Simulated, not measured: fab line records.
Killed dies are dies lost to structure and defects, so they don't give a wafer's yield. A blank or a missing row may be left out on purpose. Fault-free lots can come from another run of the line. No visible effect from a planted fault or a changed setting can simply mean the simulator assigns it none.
The tool behind it: which one? | flow n5_finfet | Sampling: 9 lots, 27 wafers, 5 of 1938 route steps

== WHAT THE GAUGES READ, wafer by wafer ==
N5_BEOL_M0_SAQP_OVL_MEAS_15. Usual: M0_CORE_OVL typically reads 0.0 nm, with standard deviation 0.84.
lot  | measured     | on         | M0_CORE_OVL (nm) | flag
L557 | day 5 21:43  | overlay-01 | -0.4 -1.3 -1.4   |
L560 | day 6 09:23  | overlay-01 | -0.4 0.2 -0.4    |
L561 | day 6 20:01  | overlay-02 | 0.1 -1.0 0.0     |
L565 | day 7 22:38  | overlay-02 | 1.7 -0.6 1.6     |
L567 | day 8 06:35  | overlay-02 | 0.2 0.5 0.4      |
L568 | day 8 12:32  | overlay-01 | -0.3 0.3 -0.5    |
L573 | day 9 15:50  | overlay-02 | -0.4 -0.3 -0.7   |
L577 | day 10 15:46 | overlay-01 | 1.1 0.3 0.5      |
L579 | day 11 09:54 | overlay-02 | -0.6 0.3 0.6     |

N5_BEOL_M4_RC_MEAS_101. Usual: DIBL_N 36.3 mV/V, standard deviation 1.1; DIBL_P 36.3 mV/V, standard deviation 1.4; IOFF_N 0.155 nA/um, standard deviation 0.019; IOFF_P 0.211 nA/um, standard deviation 0.027; ION_N 672 uA/um, standard deviation 8.5; ION_P 462 uA/um, standard deviation 5.8; SS_N 71.5 mV/dec, standard deviation 0.56; SS_P 73.3 mV/dec, standard deviation 0.52; VT_N 249.9 mV, standard deviation 2.5; VT_P -249.8 mV, standard deviation 2.8.
lot  | measured     | on        | DIBL_N (mV/V)  | DIBL_P (mV/V)  | IOFF_N (nA/um)    | IOFF_P (nA/um)    | ION_N (uA/um) | ION_P (uA/um) | SS_N (mV/dec)  | SS_P (mV/dec)  | VT_N (mV)         | VT_P (mV)            | flag
L557 | day 9 18:11  | prober-01 | 37.5 37.8 35.0 | 38.2 39.5 35.7 | 0.185 0.200 0.143 | 0.238 0.248 0.190 | 676 675 670   | 460 459 463   | 71.3 73.1 71.3 | 74.3 74.2 73.0 | 247.9 245.3 250.0 | -248.6 -248.1 -251.1 |
L560 | day 10 22:22 | prober-01 | 37.2 36.5 35.9 | 37.1 36.6 35.2 | 0.172 0.161 0.140 | 0.244 0.243 0.227 | 676 672 669   | 472 467 469   | 71.9 71.8 71.0 | 73.9 73.0 72.7 | 248.4 247.0 252.1 | -244.4 -247.3 -248.4 |
L561 | day 11 10:13 | prober-01 | 36.3 34.8 36.3 | 36.4 33.7 35.6 | 0.166 0.135 0.171 | 0.199 0.167 0.199 | 684 677 691   | 462 463 465   | 71.2 71.3 71.8 | 73.6 72.6 73.6 | 248.7 252.9 248.2 | -252.6 -251.8 -250.2 |
L565 | day 13 23:12 | prober-02 | 35.9 35.7 35.2 | 36.0 35.8 35.6 | 0.138 0.138 0.128 | 0.162 0.165 0.158 | 662 671 668   | 451 455 456   | 71.5 71.1 70.8 | 73.4 72.9 72.3 | 250.9 253.8 255.3 | -255.3 -253.9 -256.4 |
L567 | day 14 12:06 | prober-01 | 37.2 38.5 36.4 | 36.9 38.1 36.1 | 0.151 0.178 0.139 | 0.183 0.206 0.181 | 670 664 658   | 455 452 447   | 71.2 72.3 71.2 | 73.8 73.0 73.0 | 251.3 250.4 253.2 | -253.2 -249.8 -252.0 |
L568 | day 14 23:47 | prober-01 | 34.7 36.8 35.3 | 33.6 35.7 34.6 | 0.137 0.175 0.146 | 0.184 0.211 0.197 | 666 667 665   | 458 453 458   | 70.4 71.2 70.7 | 72.8 73.8 73.1 | 250.3 248.7 248.0 | -251.3 -250.6 -250.7 |
L573 | day 16 16:17 | prober-01 | 36.3 36.7 35.7 | 36.6 36.6 35.8 | 0.168 0.178 0.158 | 0.226 0.231 0.221 | 687 688 690   | 470 471 471   | 71.9 71.6 71.9 | 73.7 74.1 73.8 | 247.1 243.7 247.6 | -248.9 -246.9 -246.9 |
L577 | day 16 08:40 | prober-01 | 34.9 34.3 34.9 | 37.6 36.8 36.6 | 0.168 0.150 0.157 | 0.241 0.235 0.232 | 668 673 665   | 470 472 465   | 70.4 71.7 71.8 | 73.3 73.1 72.6 | 247.3 249.5 251.7 | -247.3 -244.4 -248.7 |
L579 | day 16 04:41 | prober-02 | 37.2 38.7 37.2 | 36.6 36.8 35.6 | 0.171 0.196 0.161 | 0.241 0.250 0.223 | 678 671 674   | 467 461 464   | 72.2 72.8 71.9 | 73.7 73.2 73.3 | 251.6 246.3 247.5 | -246.2 -246.9 -249.5 |

== WHAT TOOL EACH LOT RAN ON (gives the tool, then ch and the chambers of the sampled wafers, and finally the start) ==
lot  | N5_MOL_CONTACT_COAG_ETCH_65        | N5_MOL_CONTACT_COAG_ETCH_48       | N5_BEOL_M0_SAQP_PECVD_96
L557 | rie_diel-04 ch 0,1, day 5 15:08    | rie_diel-02 ch 1,2, day 5 15:39   | pecvd-04 ch 0,1,2, day 5 21:01
L560 | rie_diel-02 ch 0,3, day 6 03:06    | rie_diel-05 ch 1,2,3, day 6 03:46 | pecvd-02 ch 0,1,2, day 6 08:42
L561 | rie_diel-02 ch 0,1,2, day 6 12:31  | rie_diel-05 ch 1,2,3, day 6 13:02 | pecvd-01 ch 1,2, day 6 19:22
L565 | rie_diel-05 ch 2,3, day 7 16:21    | rie_diel-05 ch 0,2,3, day 7 17:02 | pecvd-04 ch 0,2, day 7 22:04
L567 | rie_diel-05 ch 0,2, day 7 23:34    | rie_diel-02 ch 0,1,3, day 8 00:04 | pecvd-04 ch 0,2, day 8 05:54
L568 | rie_diel-02 ch 1,2,3, day 8 05:43  | rie_diel-04 ch 1,3, day 8 06:22   | pecvd-04 ch 1,2, day 8 11:56
L573 | rie_diel-05 ch 0,1,3, day 9 09:22  | rie_diel-05 ch 0,1,2, day 9 09:52 | pecvd-02 ch 0,1,2, day 9 15:08
L577 | rie_diel-04 ch 0,1,2, day 10 08:19 | rie_diel-05 ch 0,3, day 10 10:29  | pecvd-02 ch 0,1,2, day 10 15:13
L579 | rie_diel-02 ch 0,1,3, day 11 02:38 | rie_diel-02 ch 1,2, day 11 03:14  | pecvd-02 ch 0,1,2, day 11 09:20
- N5_MOL_CONTACT_COAG_ETCH_65: etches underlayer in N2/H2, target depth 13 nm, time 10.4 s.
- N5_MOL_CONTACT_COAG_ETCH_48: etches SiOC in C4F6/O2, target depth 15 nm, overetch 4.5 nm, time 17 s.
- N5_BEOL_M0_SAQP_PECVD_96: deposits a-Si from SiH4/He, target thk 45 nm, time 45.2 s.

== AS READ BY THE TOOLS THEMSELVES (means over the sampled wafers that have a number; for cases with no such wafer, the mark the record gives instead) ==
N5_MOL_CONTACT_COAG_ETCH_65. Usual: drypump_motor_current_A 5.7 A, standard deviation 0.42; etch_rf_on_time_s 10.41 s, standard deviation 0.14; oes_product_au 0.68 a.u., standard deviation 0.087; rf_vpp_V 524.6 V, standard deviation 2.9; showerhead_plenum_p_Torr 2.57 Torr, standard deviation 0.1; throttle_valve_pct 17.93 %, standard deviation 0.14.
lot  | tool        | drypump_motor_current_A (A) | etch_rf_on_time_s (s) | oes_product_au (a.u.) | rf_vpp_V (V) | showerhead_plenum_p_Torr (Torr) | throttle_valve_pct (%) | flag
L557 | rie_diel-04 | 5.9                         | 10.20                 | 0.67                  | 520.5        | 2.44                            | 18.04                  |
L560 | rie_diel-02 | 5.6                         | 10.61                 | 0.65                  | 520.6        | 2.44                            | 17.90                  |
L561 | rie_diel-02 | 5.7                         | 10.36                 | 0.65                  | 525.9        | 2.59                            | 17.86                  |
L565 | rie_diel-05 | 6.3                         | 10.46                 | 0.60                  | 525.8        | 2.63                            | 18.02                  |
L567 | rie_diel-05 | 6.0                         | 10.36                 | 0.67                  | 525.8        | 2.62                            | 18.07                  |
L568 | rie_diel-02 | 5.7                         | 10.35                 | 0.66                  | 525.3        | 2.59                            | 17.98                  |
L573 | rie_diel-05 | 6.1                         | 10.42                 | 0.73                  | 526.8        | 2.65                            | 17.87                  |
L577 | rie_diel-04 | 5.6                         | 10.46                 | 0.71                  | 524.5        | 2.57                            | 17.88                  |
L579 | rie_diel-02 | 5.7                         | 10.54                 | 0.62                  | 522.9        | 2.49                            | 17.93                  |

N5_MOL_CONTACT_COAG_ETCH_48. Usual: drypump_motor_current_A 5.8 A, standard deviation 0.41; oes_ar_750_au 0.78 a.u., standard deviation 0.086; oes_product_au 0.66 a.u., standard deviation 0.081; rf_vpp_V 1589 V, standard deviation 16; showerhead_plenum_p_Torr 2.88 Torr, standard deviation 0.1; throttle_valve_pct 40.66 %, standard deviation 0.15.
lot  | tool        | drypump_motor_current_A (A) | oes_ar_750_au (a.u.) | oes_product_au (a.u.) | rf_vpp_V (V) | showerhead_plenum_p_Torr (Torr) | throttle_valve_pct (%) | flag
L557 | rie_diel-02 | 5.7                         | 0.79                 | 0.66                  | 1596         | 2.97                            | 40.55                  |
L560 | rie_diel-05 | 5.9                         | 0.71                 | 0.58                  | 1573         | 2.86                            | 40.69                  |
L561 | rie_diel-05 | 5.9                         | 0.71                 | 0.59                  | 1573         | 2.86                            | 40.69                  |
L565 | rie_diel-05 | 6.2                         | 0.79                 | 0.68                  | 1593         | 2.92                            | 40.71                  |
L567 | rie_diel-02 | 5.7                         | 0.75                 | 0.62                  | 1588         | 2.80                            | 40.61                  |
L568 | rie_diel-04 | 5.4                         | 0.83                 | 0.71                  | 1590         | 2.82                            | 40.74                  |
L573 | rie_diel-05 | 5.8                         | 0.85                 | 0.71                  | 1594         | 2.95                            | 40.63                  |
L577 | rie_diel-05 | 6.4                         | 0.82                 | 0.73                  | 1610         | 2.90                            | 40.64                  |
L579 | rie_diel-02 | 5.8                         | 0.75                 | 0.65                  | 1593         | 2.94                            | 40.59                  |

N5_BEOL_M0_SAQP_PECVD_96. Usual: heater_power_outer_w 349 W, standard deviation 44; heater_power_w 581 W, standard deviation 57; run_length_s 81.2 s, standard deviation 0.54; showerhead_plenum_p_Torr 5.66 Torr, standard deviation 0.041; throttle_valve_pct 18.0 %, standard deviation 0.56.
lot  | tool     | heater_power_outer_w (W) | heater_power_w (W) | run_length_s (s) | showerhead_plenum_p_Torr (Torr) | throttle_valve_pct (%) | flag
L557 | pecvd-04 | 331                      | 559                | 81.3             | 5.65                            | 17.9                   |
L560 | pecvd-02 | 361                      | 583                | 81.2             | 5.66                            | 17.9                   |
L561 | pecvd-01 | 384                      | 657                | 81.7             | 5.71                            | 17.7                   |
L565 | pecvd-04 | 298                      | 504                | 80.9             | 5.63                            | 18.4                   |
L567 | pecvd-04 | 321                      | 548                | 79.2             | 5.61                            | 18.3                   | OFF
L568 | pecvd-04 | 313                      | 526                | 79.3             | 5.65                            | 17.8                   | OFF
L573 | pecvd-02 | 369                      | 604                | 81.1             | 5.65                            | 18.1                   |
L577 | pecvd-02 | 360                      | 582                | 81.4             | 5.66                            | 18.0                   |
L579 | pecvd-02 | 361                      | 597                | 81.2             | 5.65                            | 18.0                   |

== THE ANSWER, worked out from the rows above alone ==
Rule: a lot is off if the mean of its wafers that have a number lies more than 3 standard deviations from the usual mean. A lot without any number at a reading at which 4 lots or more have one is off too. Any other lot the step has rows for is counted as sound. Order of review: gauges by route order, followed by the tools' own readings, for which a lot's mean as printed above is used. At the first step where some lot is off, the reading lying furthest off is the one used; lots without a number count as furthest.
Off: L567, L568 (N5_BEOL_M0_SAQP_PECVD_96, run_length_s).
A tool fits if, at that step or a process step before it, it ran every lot that is off, and no sound lot after the first of them. One fits: pecvd-04 at N5_BEOL_M0_SAQP_PECVD_96. Its last sound lot is L565 (day 7 22:04), its first lot that is off L567 (day 8 05:54): a fault that began between those two fits.
The tool's own readings at N5_BEOL_M0_SAQP_PECVD_96 bear it out: on the lots that are off they differ by more than 5 times the standard deviation of the sound lots' means. run_length_s reads 79.2 s there against 81.3 s on the sound lots.

== WHAT THE SIMULATOR HAD PUT IN ==
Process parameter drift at N5_BEOL_M0_SAQP_PECVD_96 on pecvd-04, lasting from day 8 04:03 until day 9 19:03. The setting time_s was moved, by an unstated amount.
Shown lots that were struck: L567, L568. The rule above found the same.
